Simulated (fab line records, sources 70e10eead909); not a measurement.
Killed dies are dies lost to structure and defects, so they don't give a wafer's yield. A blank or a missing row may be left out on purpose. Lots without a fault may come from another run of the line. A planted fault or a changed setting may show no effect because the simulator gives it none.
Which tool did it? | flow nand_harc | 6 lots, 18 wafers sampled, at 4 steps of a route of 1302

WHAT THE GAUGES READ, wafer by wafer
NHARC_END_SORT_01.
lot  | measured     | on        | killed_at_other
L514 | day 25 11:56 | prober-02 | 1 0 0
L517 | day 27 07:11 | prober-01 | 2 1 0
L518 | day 28 06:05 | prober-01 | 0 0 1
L523 | day 28 23:13 | prober-02 | 1 5 654
L524 | day 29 11:16 | prober-01 | 0 0 0
L533 | day 33 13:12 | prober-02 | 2 0 3

WHICH TOOL RAN EACH LOT (tool, then ch and the chambers of the sampled wafers, then the start)
lot  | NHARC_THIN_TSV_ETCHBACK_48         | NHARC_THIN_TSV_ANNEAL_52         | NHARC_THIN_TSV_PVD_24
L514 | rie_diel-06 ch 1,2,3, day 24 22:47 | rtp_anneal-01 ch 0, day 25 00:54 | pvd_sputter-01, day 25 02:00
L517 | rie_diel-06 ch 0,1,2, day 26 18:23 | rtp_anneal-02 ch 0, day 26 20:03 | pvd_sputter-01, day 26 21:09
L518 | rie_diel-06 ch 0,1, day 27 11:47   | rtp_anneal-02 ch 0, day 27 13:35 | pvd_sputter-03, day 27 14:38
L523 | rie_diel-11 ch 0,1, day 28 10:40   | rtp_anneal-02 ch 0, day 28 12:22 | pvd_sputter-01, day 28 13:32
L524 | rie_diel-02 ch 0,1,3, day 28 22:26 | rtp_anneal-02 ch 0, day 29 00:07 | pvd_sputter-03, day 29 01:20
L533 | rie_diel-11 ch 0,2,3, day 33 00:28 | rtp_anneal-02 ch 0, day 33 02:11 | pvd_sputter-01, day 33 03:20
- NHARC_THIN_TSV_ETCHBACK_48: etches the open film in C4F8/Ar, target depth 1028.5 nm, time 405.17 s.
- NHARC_THIN_TSV_ANNEAL_52: time 90 s.
- NHARC_THIN_TSV_PVD_24: deposits Al, target thk 800 nm.

THE ANSWER, worked out from the rows above alone
Rule: what is usual is taken from the lots themselves. Put in order of their means at a reading, lots are off if they are a third of the lots or fewer, leave a main group of 4 or more, and stand apart from it by a gap of 3 or more times the standard deviation of the main group's means; of several such gaps the widest counts. A main group whose means are all the same, to the digits that the tables above print for the reading, isn't used. A lot without any number at a reading at which 4 lots or more have one is off too. The other lots that the step has rows for count as sound.
Off: L523, at NHARC_END_SORT_01 (killed_at_other). The main group: mean 0.7, standard deviation 0.6.
A tool fits if, at a process step before that reading, it ran every lot that is off, and no sound lot after the first of them. The gauges at NHARC_END_SORT_01 are tried like those tools. None of those tried fits.

WHAT THE SIMULATOR HAD PUT IN
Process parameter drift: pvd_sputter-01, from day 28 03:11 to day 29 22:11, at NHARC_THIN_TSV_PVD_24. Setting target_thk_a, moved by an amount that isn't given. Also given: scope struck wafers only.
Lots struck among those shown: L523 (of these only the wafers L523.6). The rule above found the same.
